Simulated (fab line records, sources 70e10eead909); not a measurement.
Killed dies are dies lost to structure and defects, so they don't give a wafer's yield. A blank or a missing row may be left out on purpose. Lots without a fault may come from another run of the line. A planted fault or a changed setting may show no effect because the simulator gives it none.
Problem report in the 8D (eight disciplines) form, filled by code | flow nand_harc | the parts of the form that need people (team, actions taken, sign-off) are left out

1. THE PROBLEM
killed_at_array at NHARC_END_SORT_01 reads a mean of 257 on 3 wafers of 3 lots; wafers without a fault read 29 with a standard deviation of 8.4. That is +27 standard deviations from the usual mean.
First seen on wafer L468.4, day 22 01:40, on prober-02. The record holds 7 wafers of 3 lots with a number at this step. Rule for "out", or "out of limits": more than 4 standard deviations from the usual mean. The other wafers with a number count as sound.

2. WHAT IT IS AND WHAT IT IS NOT
question                    | is                           | is not
which readings at this step | killed_at_array, killed_dies | killed_at_other, killed_at_periphery, killed_open, killed_short
which lots                  | L468, L471, L474             | -
which wafers of those lots  | L468.4, L471.1, L474.1       | L468.3, L471.3, L471.5, L474.3
read on which gauges        | prober-01, prober-02         | -
when                        | from day 22 01:40            | up to then (1 sound wafer); but 3 sound wafers of L471, L474 came after

3. SUSPECTS, AND WHAT RULES EACH OUT
Counting: a tool at a process step up to the reading stays a suspect if it ran every lot that is out. Sound lots after the first of them don't rule it out here, since some wafers of a struck lot are sound.
- the gauge at NHARC_END_SORT_01: ruled out. The wafers that are out were read on 2 gauges (prober-01, prober-02).
- rie_diel-03 at NHARC_A_CONTACT_ETCH_30 (etches the open film in CF4/CHF3, target depth 60.5 nm, time 30.2 s): kept. It ran every lot that is out, first L468 (day 18 06:43). Its own readings are out on those wafers: run_length_s.
Left after counting: rie_diel-03 at NHARC_A_CONTACT_ETCH_30.

4. THE CAUSE (what the simulator had put in)
Process parameter drift: rie_diel-03, from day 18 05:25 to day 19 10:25, at NHARC_A_CONTACT_ETCH_30. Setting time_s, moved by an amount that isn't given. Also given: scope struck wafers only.
Counting left only this tool.

5. THE CHAIN OF EFFECTS, in route order
Each row: a reading whose mean over the struck wafers that have a number lies more than 3 standard deviations from the usual. Only readings for which the record gives a usual standard deviation are gone through. hours: the time from each lot's start at the first step in this table that gives one to its start at this step, as a median over the lots. sigmas: the change in usual standard deviations.
hours | step                    | reading         | usual  | on struck wafers | change | sigmas
0     | NHARC_A_CONTACT_ETCH_30 | run_length_s    | 51.5 s | 44.7             | -6.8   | -11
80    | NHARC_END_SORT_01       | killed_at_array | 29     | 257              | +228   | +27
80    | NHARC_END_SORT_01       | killed_dies     | 33     | 260              | +227   | +25
The process steps in it:
- NHARC_A_CONTACT_ETCH_30: etches the open film in CF4/CHF3, target depth 60.5 nm, time 30.2 s.

6. WHAT WOULD HAVE CAUGHT IT SOONER
In this record the first reading out of limits at a measuring or inspecting step was taken at day 22 01:40, 92 hours after the fault began at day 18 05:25.
The tool's own readings at NHARC_A_CONTACT_ETCH_30 were out on every struck wafer that the step has a row for (run_length_s): an alarm limit on them would have fired on the first of those.
All the lots that are out (3) had begun NHARC_A_CONTACT_ETCH_30 on rie_diel-03 by day 22 01:40. A hold on the tool at that time would have spared none of them.
